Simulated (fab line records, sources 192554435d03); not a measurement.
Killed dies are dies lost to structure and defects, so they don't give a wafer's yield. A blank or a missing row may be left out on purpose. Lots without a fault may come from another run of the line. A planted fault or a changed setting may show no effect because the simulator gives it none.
Which tool did it? | flow n5_finfet | 24 lots, 72 wafers sampled, at 6 steps of a route of 1938

WHAT THE GAUGES READ, wafer by wafer
N5_BEOL_M1_INSPECT_13: inspects for defects (brightfield). Usual: raw_defect_count 411, standard deviation 97.
lot  | measured     | on                | raw_defect_count | flag
L074 | day 6 03:59  | defect_inspect-01 | 490 443 403      |
L075 | day 6 09:44  | defect_inspect-01 | 328 461 532      |
L076 | day 6 17:30  | defect_inspect-01 | 340 442 470      |
L077 | day 6 17:43  | defect_inspect-01 | 297 399 337      |
L078 | day 7 01:32  | defect_inspect-02 | 357 556 327      |
L079 | day 7 06:49  | defect_inspect-01 | 204 266 324      |
L080 | day 7 20:17  | defect_inspect-02 | 347 317 361      |
L081 | day 8 03:38  | defect_inspect-01 | 385 349 412      |
L082 | day 8 05:05  | defect_inspect-02 | 315 481 453      |
L083 | day 8 09:00  | defect_inspect-01 | 284 295 398      |
L084 | day 8 12:37  | defect_inspect-01 | 377 372 421      |
L085 | day 8 16:40  | defect_inspect-01 | 330 326 303      |
L086 | day 9 10:36  | defect_inspect-02 | 406 531 423      |
L087 | day 9 15:16  | defect_inspect-02 | 535 389 464      |
L089 | day 9 17:52  | defect_inspect-02 | 467 563 602      |
L088 | day 10 00:11 | defect_inspect-01 | 493 464 511      |
L090 | day 10 01:15 | defect_inspect-01 | 286 320 343      |
L091 | day 10 09:01 | defect_inspect-02 | 681 600 634      |
L092 | day 10 15:58 | defect_inspect-02 | 511 569 570      |
L093 | day 11 00:27 | defect_inspect-02 | 366 470 479      |
L094 | day 11 03:19 | defect_inspect-01 | 267 272 325      |
L095 | day 11 14:10 | defect_inspect-01 | 459 490 368      |
L096 | day 11 16:43 | defect_inspect-01 | 339 370 339      |
L097 | day 11 19:46 | defect_inspect-02 | 348 304 466      |

N5_BEOL_M1_CD_MEAS_18: pitch 36 nm, target cd 18 nm. Usual: cd_nm 17.8 nm, standard deviation 0.33.
lot  | measured     | on        | cd_nm (nm)     | flag
L074 | day 6 04:34  | cd_sem-01 | 18.0 17.9 18.0 |
L075 | day 6 11:11  | cd_sem-01 | 17.7 17.5 17.6 |
L076 | day 6 18:00  | cd_sem-03 | 17.4 17.2 17.5 |
L077 | day 6 18:16  | cd_sem-03 | 17.1 17.2 17.3 |
L078 | day 7 02:09  | cd_sem-03 | 17.7 17.8 18.1 |
L079 | day 7 07:31  | cd_sem-02 | 17.5 17.9 17.8 |
L080 | day 7 20:46  | cd_sem-02 | 17.8 18.0 17.8 |
L081 | day 8 04:11  | cd_sem-03 | 18.1 17.7 17.2 |
L082 | day 8 05:35  | cd_sem-02 | 17.8 17.5 18.2 |
L083 | day 8 09:29  | cd_sem-03 | 17.8 17.7 17.8 |
L084 | day 8 13:04  | cd_sem-02 | 18.2 18.3 17.6 |
L085 | day 8 17:11  | cd_sem-01 | 17.6 17.4 18.2 |
L086 | day 9 11:04  | cd_sem-01 | 17.5 17.6 18.0 |
L087 | day 9 15:44  | cd_sem-03 | 18.3 18.2 17.8 |
L089 | day 9 19:02  | cd_sem-03 | 17.6 17.9 17.7 |
L088 | day 10 00:39 | cd_sem-02 | 17.7 18.2 17.3 |
L090 | day 10 01:49 | cd_sem-02 | 17.5 17.2 17.8 |
L091 | day 10 09:36 | cd_sem-03 | 18.4 18.0 17.6 |
L092 | day 10 16:49 | cd_sem-02 | 18.1 18.0 18.0 |
L093 | day 11 01:00 | cd_sem-01 | 18.1 18.2 18.6 |
L094 | day 11 04:04 | cd_sem-03 | 17.6 17.8 17.6 |
L095 | day 11 14:37 | cd_sem-02 | 17.9 18.1 17.9 |
L096 | day 11 17:11 | cd_sem-03 | 17.8 17.7 18.0 |
L097 | day 11 20:13 | cd_sem-01 | 17.9 17.9 17.5 |

WHICH TOOL RAN EACH LOT (tool, then ch and the chambers of the sampled wafers, then the start)
lot  | N5_BEOL_M0_SURFACE_TREAT_137 | N5_BEOL_M0_DEP_125             | N5_BEOL_M1_DESCUM_16               | N5_BEOL_M1_ETCH_74
L074 | pvd_sputter-02, day 5 21:56  | pecvd-01 ch 0,1, day 6 01:13   | rie_diel-04 ch 0,1,2, day 6 04:02  | rie_diel-04 ch 0,1,2, day 6 04:04
L075 | pvd_sputter-01, day 6 04:23  | pecvd-01 ch 0,1, day 6 08:25   | rie_diel-02 ch 1,2, day 6 10:34    | rie_diel-02 ch 1,2, day 6 10:36
L076 | pvd_sputter-02, day 6 09:46  | pecvd-02 ch 0,1, day 6 13:23   | rie_diel-02 ch 0,3, day 6 17:32    | rie_diel-02 ch 0,3, day 6 17:34
L077 | pvd_sputter-01, day 6 11:59  | pecvd-01 ch 0,2, day 6 15:47   | rie_diel-02 ch 0,1, day 6 17:46    | rie_diel-02 ch 0,1, day 6 17:47
L078 | pvd_sputter-01, day 6 19:21  | pecvd-01 ch 0,2, day 6 23:49   | rie_diel-06 ch 0,1,2, day 7 01:43  | rie_diel-06 ch 0,1,2, day 7 01:46
L079 | pvd_sputter-03, day 7 03:07  | pecvd-04 ch 0,1,2, day 7 05:16 | rie_diel-02 ch 0,1,3, day 7 07:05  | rie_diel-02 ch 0,1,3, day 7 07:07
L080 | pvd_sputter-01, day 7 12:41  | pecvd-04 ch 1,2, day 7 19:15   | rie_diel-06 ch 0,1,2, day 7 20:20  | rie_diel-06 ch 0,1,2, day 7 20:22
L081 | pvd_sputter-01, day 7 19:54  | pecvd-01 ch 1,2, day 8 02:44   | rie_diel-06 ch 0,3, day 8 03:40    | rie_diel-06 ch 0,3, day 8 03:41
L082 | pvd_sputter-03, day 7 20:13  | pecvd-01 ch 0,1, day 8 04:11   | rie_diel-04 ch 0,1,2, day 8 05:07  | rie_diel-04 ch 0,1,2, day 8 05:09
L083 | pvd_sputter-02, day 8 01:39  | pecvd-01 ch 0,1,2, day 8 06:29 | rie_diel-06 ch 0,1,2, day 8 09:02  | rie_diel-06 ch 0,1,2, day 8 09:04
L084 | pvd_sputter-03, day 8 05:38  | pecvd-04 ch 0,1,2, day 8 11:51 | rie_diel-06 ch 2,3, day 8 12:38    | rie_diel-06 ch 2,3, day 8 12:40
L085 | pvd_sputter-01, day 8 09:16  | pecvd-04 ch 0,1, day 8 15:12   | rie_diel-04 ch 0,1, day 8 16:46    | rie_diel-04 ch 0,1, day 8 16:47
L086 | pvd_sputter-02, day 9 08:08  | pecvd-01 ch 0,2, day 9 09:49   | rie_diel-04 ch 0,1,3, day 9 10:38  | rie_diel-04 ch 0,1,3, day 9 10:40
L087 | pvd_sputter-02, day 9 10:18  | pecvd-02 ch 0,1, day 9 13:37   | rie_diel-02 ch 0,1,3, day 9 15:18  | rie_diel-02 ch 0,1,3, day 9 15:20
L089 | pvd_sputter-02, day 9 13:47  | pecvd-01 ch 1,2, day 9 15:26   | rie_diel-06 ch 0,1,3, day 9 18:35  | rie_diel-06 ch 0,1,3, day 9 18:38
L088 | pvd_sputter-03, day 9 20:11  | pecvd-02 ch 1, day 9 21:53     | rie_diel-04 ch 1,3, day 10 00:13   | rie_diel-04 ch 1,3, day 10 00:15
L090 | pvd_sputter-01, day 9 22:02  | pecvd-04 ch 0,2, day 10 00:21  | rie_diel-02 ch 1,3, day 10 01:23   | rie_diel-02 ch 1,3, day 10 01:25
L091 | pvd_sputter-01, day 10 05:08 | pecvd-02 ch 0,1, day 10 06:55  | rie_diel-02 ch 0,1,2, day 10 09:03 | rie_diel-02 ch 0,1,2, day 10 09:05
L092 | pvd_sputter-01, day 10 12:04 | pecvd-02 ch 0,1, day 10 13:46  | rie_diel-06 ch 0,1,2, day 10 16:23 | rie_diel-06 ch 0,1,2, day 10 16:26
L093 | pvd_sputter-01, day 10 21:25 | pecvd-01 ch 0,2, day 10 23:19  | rie_diel-06 ch 0,1,2, day 11 00:29 | rie_diel-06 ch 0,1,2, day 11 00:31
L094 | pvd_sputter-03, day 10 23:55 | pecvd-04 ch 0,1, day 11 01:27  | rie_diel-04 ch 1,2, day 11 03:38   | rie_diel-04 ch 1,2, day 11 03:40
L095 | pvd_sputter-01, day 11 11:18 | pecvd-01 ch 0,2, day 11 12:54  | rie_diel-04 ch 0,1,2, day 11 14:11 | rie_diel-04 ch 0,1,2, day 11 14:14
L096 | pvd_sputter-02, day 11 13:38 | pecvd-04 ch 0,2, day 11 15:29  | rie_diel-04 ch 1,2, day 11 16:45   | rie_diel-04 ch 1,2, day 11 16:47
L097 | pvd_sputter-02, day 11 15:11 | pecvd-01 ch 1,2, day 11 17:04  | rie_diel-06 ch 2,3, day 11 19:47   | rie_diel-06 ch 2,3, day 11 19:50
- N5_BEOL_M0_SURFACE_TREAT_137
- N5_BEOL_M0_DEP_125: deposits SiCN from 3MS/NH3, target thk 8 nm, time 14 s.
- N5_BEOL_M1_DESCUM_16: chemistry O2, time 7 s.
- N5_BEOL_M1_ETCH_74: etches underlayer in N2/H2, target depth 6.5 nm, time 5.2 s.

WHAT THE TOOLS THEMSELVES READ (means of the sampled wafers that have a number; where no wafer has one, the mark that the record gives instead)
N5_BEOL_M0_DEP_125. Usual: showerhead_plenum_p_Torr 3.665 Torr, standard deviation 0.013; showerhead_vpp_V 891 V, standard deviation 26; throttle_valve_pct 9.1 %, standard deviation 0.59.
lot  | tool     | showerhead_plenum_p_Torr (Torr) | showerhead_vpp_V (V) | throttle_valve_pct (%) | flag
L074 | pecvd-01 | 3.668                           | 876                  | 8.9                    |
L075 | pecvd-01 | 3.666                           | 866                  | 8.8                    |
L076 | pecvd-02 | 3.659                           | 884                  | 8.8                    |
L077 | pecvd-01 | 3.665                           | 871                  | 8.9                    |
L078 | pecvd-01 | 3.665                           | 904                  | 8.6                    |
L079 | pecvd-04 | 3.658                           | 898                  | 9.7                    |
L080 | pecvd-04 | 3.665                           | 887                  | 9.1                    |
L081 | pecvd-01 | 3.678                           | 906                  | 8.3                    |
L082 | pecvd-01 | 3.665                           | 866                  | 9.0                    |
L083 | pecvd-01 | 3.667                           | 881                  | 8.8                    |
L084 | pecvd-04 | 3.666                           | 900                  | 9.3                    |
L085 | pecvd-04 | 3.646                           | 902                  | 9.7                    |
L086 | pecvd-01 | 3.672                           | 896                  | 8.6                    |
L087 | pecvd-02 | 3.662                           | 899                  | 9.2                    |
L089 | pecvd-01 | 3.676                           | 884                  | 8.5                    |
L088 | pecvd-02 | 3.674                           | 919                  | 9.6                    |
L090 | pecvd-04 | 3.650                           | 916                  | 9.8                    |
L091 | pecvd-02 | 3.655                           | 884                  | 9.0                    |
L092 | pecvd-02 | 3.666                           | 904                  | 9.3                    |
L093 | pecvd-01 | 3.664                           | 874                  | 9.1                    |
L094 | pecvd-04 | 3.650                           | 908                  | 10.1                   |
L095 | pecvd-01 | 3.668                           | 896                  | 8.8                    |
L096 | pecvd-04 | 3.666                           | 884                  | 9.4                    |
L097 | pecvd-01 | 3.674                           | 907                  | 8.5                    |

N5_BEOL_M1_DESCUM_16. Usual: bias_power_w 20.00 W, standard deviation 0.058; drypump_motor_current_A 5.5 A, standard deviation 0.47; oes_product_au 0.78 a.u., standard deviation 0.07; rf_vpp_V 243.5 V, standard deviation 1.1; showerhead_plenum_p_Torr 2.11 Torr, standard deviation 0.053; throttle_valve_pct 20.46 %, standard deviation 0.2.
lot  | tool        | bias_power_w (W) | drypump_motor_current_A (A) | oes_product_au (a.u.) | rf_vpp_V (V) | showerhead_plenum_p_Torr (Torr) | throttle_valve_pct (%) | flag
L074 | rie_diel-04 | 20.03            | 5.4                         | 0.82                  | 243.3        | 2.12                            | 20.41                  |
L075 | rie_diel-02 | 19.97            | 6.0                         | 0.76                  | 244.3        | 2.12                            | 20.44                  |
L076 | rie_diel-02 | 20.04            | 5.2                         | 0.74                  | 243.7        | 2.12                            | 20.53                  |
L077 | rie_diel-02 | 20.03            | 5.4                         | 0.75                  | 243.4        | 2.09                            | 20.55                  |
L078 | rie_diel-06 | 19.98            | 5.4                         | 0.74                  | 243.6        | 2.12                            | 20.52                  |
L079 | rie_diel-02 | 19.93            | 5.3                         | 0.76                  | 243.7        | 2.12                            | 20.44                  |
L080 | rie_diel-06 | 20.01            | 5.4                         | 0.73                  | 244.4        | 2.12                            | 20.52                  |
L081 | rie_diel-06 | 20.02            | 5.3                         | 0.79                  | 242.8        | 2.06                            | 20.16                  |
L082 | rie_diel-04 | 20.02            | 5.4                         | 0.80                  | 244.3        | 2.11                            | 20.42                  |
L083 | rie_diel-06 | 20.01            | 5.4                         | 0.73                  | 243.7        | 2.11                            | 20.54                  |
L084 | rie_diel-06 | 19.96            | 6.1                         | 0.90                  | 243.5        | 2.07                            | 20.42                  |
L085 | rie_diel-04 | 19.97            | 5.8                         | 0.77                  | 244.4        | 2.16                            | 20.40                  |
L086 | rie_diel-04 | 19.98            | 5.5                         | 0.79                  | 243.0        | 2.15                            | 20.44                  |
L087 | rie_diel-02 | 20.01            | 5.3                         | 0.74                  | 243.6        | 2.12                            | 20.46                  |
L089 | rie_diel-06 | 20.01            | 5.6                         | 0.79                  | 243.6        | 2.09                            | 20.34                  |
L088 | rie_diel-04 | 20.06            | 5.6                         | 0.80                  | 244.3        | 2.16                            | 20.50                  |
L090 | rie_diel-02 | 19.98            | 5.5                         | 0.76                  | 243.9        | 2.12                            | 20.34                  |
L091 | rie_diel-02 | 19.94            | 5.8                         | 0.80                  | 244.2        | 2.10                            | 20.49                  |
L092 | rie_diel-06 | 19.98            | 5.4                         | 0.71                  | 242.5        | 2.11                            | 20.56                  |
L093 | rie_diel-06 | 19.98            | 5.4                         | 0.72                  | 243.7        | 2.11                            | 20.57                  |
L094 | rie_diel-04 | 20.03            | 5.4                         | 0.80                  | 242.9        | 2.08                            | 20.52                  |
L095 | rie_diel-04 | 20.02            | 5.4                         | 0.77                  | 243.0        | 2.10                            | 20.47                  |
L096 | rie_diel-04 | 19.93            | 5.4                         | 0.78                  | 243.2        | 2.08                            | 20.53                  |
L097 | rie_diel-06 | 19.94            | 6.1                         | 0.83                  | 242.3        | 2.06                            | 20.44                  |

N5_BEOL_M1_ETCH_74. Usual: drypump_motor_current_A 5.5 A, standard deviation 0.47; etch_rf_on_time_s 5.21 s, standard deviation 0.11; oes_product_au 0.66 a.u., standard deviation 0.061; rf_vpp_V 524.5 V, standard deviation 2.1; showerhead_plenum_p_Torr 2.56 Torr, standard deviation 0.061; throttle_valve_pct 17.91 %, standard deviation 0.18.
lot  | tool        | drypump_motor_current_A (A) | etch_rf_on_time_s (s) | oes_product_au (a.u.) | rf_vpp_V (V) | showerhead_plenum_p_Torr (Torr) | throttle_valve_pct (%) | flag
L074 | rie_diel-04 | 5.5                         | 5.11                  | 0.70                  | 523.3        | 2.56                            | 17.81                  |
L075 | rie_diel-02 | 5.9                         | 5.22                  | 0.65                  | 525.1        | 2.58                            | 17.96                  |
L076 | rie_diel-02 | 5.2                         | 5.36                  | 0.62                  | 525.4        | 2.58                            | 18.10                  |
L077 | rie_diel-02 | 5.5                         | 5.33                  | 0.63                  | 523.6        | 2.54                            | 18.13                  |
L078 | rie_diel-06 | 5.4                         | 5.16                  | 0.63                  | 524.4        | 2.57                            | 17.95                  |
L079 | rie_diel-02 | 5.3                         | 5.35                  | 0.63                  | 524.2        | 2.59                            | 18.00                  |
L080 | rie_diel-06 | 5.4                         | 5.24                  | 0.63                  | 525.4        | 2.57                            | 17.96                  |
L081 | rie_diel-06 | 5.4                         | 5.23                  | 0.67                  | 523.2        | 2.52                            | 17.72                  |
L082 | rie_diel-04 | 5.4                         | 5.11                  | 0.70                  | 524.4        | 2.56                            | 17.82                  |
L083 | rie_diel-06 | 5.4                         | 5.25                  | 0.62                  | 524.1        | 2.56                            | 17.97                  |
L084 | rie_diel-06 | 6.1                         | 5.11                  | 0.76                  | 523.9        | 2.52                            | 17.93                  |
L085 | rie_diel-04 | 5.8                         | 5.15                  | 0.66                  | 527.0        | 2.62                            | 17.83                  |
L086 | rie_diel-04 | 5.5                         | 5.13                  | 0.68                  | 525.0        | 2.59                            | 17.80                  |
L087 | rie_diel-02 | 5.3                         | 5.34                  | 0.63                  | 524.5        | 2.58                            | 18.00                  |
L089 | rie_diel-06 | 5.6                         | 5.19                  | 0.66                  | 523.5        | 2.55                            | 17.86                  |
L088 | rie_diel-04 | 5.6                         | 5.19                  | 0.68                  | 525.9        | 2.60                            | 17.78                  |
L090 | rie_diel-02 | 5.5                         | 5.24                  | 0.65                  | 523.8        | 2.59                            | 17.90                  |
L091 | rie_diel-02 | 5.8                         | 5.22                  | 0.68                  | 524.8        | 2.56                            | 17.99                  |
L092 | rie_diel-06 | 5.4                         | 5.19                  | 0.61                  | 523.8        | 2.56                            | 18.00                  |
L093 | rie_diel-06 | 5.4                         | 5.26                  | 0.61                  | 524.8        | 2.56                            | 18.02                  |
L094 | rie_diel-04 | 5.4                         | 5.16                  | 0.69                  | 522.4        | 2.51                            | 17.91                  |
L095 | rie_diel-04 | 5.4                         | 5.19                  | 0.66                  | 523.7        | 2.55                            | 17.86                  |
L096 | rie_diel-04 | 5.4                         | 5.22                  | 0.68                  | 522.8        | 2.51                            | 17.91                  |
L097 | rie_diel-06 | 6.1                         | 5.13                  | 0.71                  | 522.4        | 2.51                            | 17.99                  |

THE ANSWER, worked out from the rows above alone
Rule: a lot is off if the mean of its wafers that have a number lies more than 3 standard deviations from the usual mean. A lot without any number at a reading at which 4 lots or more have one is off too. The other lots that the step has rows for count as sound. The gauges are gone through in route order, then the tools' own readings, and for those a lot's mean is taken as printed above. The first step at which some lot is off is used, and at that step the reading that is off furthest; a lot without a number counts as furthest.
No lot is off at any reading shown: from this, nothing can be told.

WHAT THE SIMULATOR HAD PUT IN
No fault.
